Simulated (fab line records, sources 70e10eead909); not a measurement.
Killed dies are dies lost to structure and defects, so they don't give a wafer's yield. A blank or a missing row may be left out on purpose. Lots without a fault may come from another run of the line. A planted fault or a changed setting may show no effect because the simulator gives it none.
Chamber matching | flow nand_harc | NHARC_P_M1_DESCUM_14 on rie_diel-05: 4 sister chambers
The step chemistry O2, time 3 s. 16 wafers are shown with their chamber, then 8 later ones without.

WAFERS WITH THEIR CHAMBER
wafer  | chamber | drypump_motor_current_A (A) | oes_product_au (a.u.) | throttle_valve_pct (%)
L074.2 | 2       | 5.7                         | 0.991                 | 11.307
L074.3 | 1       | 6.0                         | 0.994                 | 11.305
L074.5 | 0       | 5.5                         | 0.987                 | 11.317
L075.2 | 1       | 6.0                         | 0.987                 | 11.295
L075.3 | 3       | 5.6                         | 0.989                 | 11.319
L075.4 | 0       | 5.4                         | 0.975                 | 11.294
L077.2 | 0       | 5.5                         | 0.983                 | 11.300
L077.3 | 1       | 6.0                         | 0.991                 | 11.296
L077.6 | 3       | 5.6                         | 0.983                 | 11.309
L084.3 | 0       | 5.5                         | 0.984                 | 11.321
L084.4 | 2       | 5.7                         | 1.001                 | 11.313
L084.6 | 2       | 5.7                         | 0.998                 | 11.303
L085.2 | 3       | 5.6                         | 1.006                 | 11.317
L085.3 | 0       | 5.5                         | 0.992                 | 11.308
L085.6 | 1       | 5.9                         | 1.002                 | 11.315
L092.3 | 0       | 5.5                         | 0.986                 | 11.307

SIGNATURES (means of the wafers above)
reading                 | chamber 0 | chamber 1 | chamber 2 | chamber 3 | scatter within a chamber
drypump_motor_current_A | 5.483     | 5.975     | 5.700     | 5.600     | 0.0363
oes_product_au          | 0.98450   | 0.99350   | 0.99667   | 0.99267   | 0.00716
throttle_valve_pct      | 11.30783  | 11.30275  | 11.30767  | 11.31500  | 0.00855
Rule: a wafer's distance from a chamber is the root of the sum, over the readings, of the square of ((its reading less the chamber's mean) divided by the reading's scatter). The wafer belongs to the nearest chamber; if the next one is less than 2 further off, it can't be placed. The scatter: the root of (the sum of the squares of (reading less its chamber's mean) over the shown wafers, divided by (wafers less chambers)).

WAFERS WITHOUT THEIR CHAMBER
wafer  | drypump_motor_current_A (A) | oes_product_au (a.u.) | throttle_valve_pct (%)
L092.4 | 5.6                         | 1.004                 | 11.299
L092.6 | 5.7                         | 0.994                 | 11.329
L094.4 | 5.5                         | 0.977                 | 11.315
L094.5 | 5.6                         | 0.996                 | 11.311
L094.6 | 5.7                         | 0.994                 | 11.307
L093.1 | 5.5                         | 0.986                 | 11.313
L093.3 | 5.7                         | 0.995                 | 11.311
L093.4 | 6.0                         | 0.995                 | 11.308

WHICH CHAMBER EACH WENT THROUGH
wafer  | from the rows above          | in truth
L092.4 | can't be placed: 3 or 2 or 0 | 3
L092.6 | can't be placed: 2 or 3      | 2
L094.4 | 0                            | 0
L094.5 | 3                            | 3
L094.6 | 2                            | 2
L093.1 | 0                            | 0
L093.3 | 2                            | 2
L093.4 | 1                            | 1
Placed correctly: 6 of 8. Can't be placed from these rows: 2 (the true chamber is among the candidates in 2). Placed wrongly: 0.
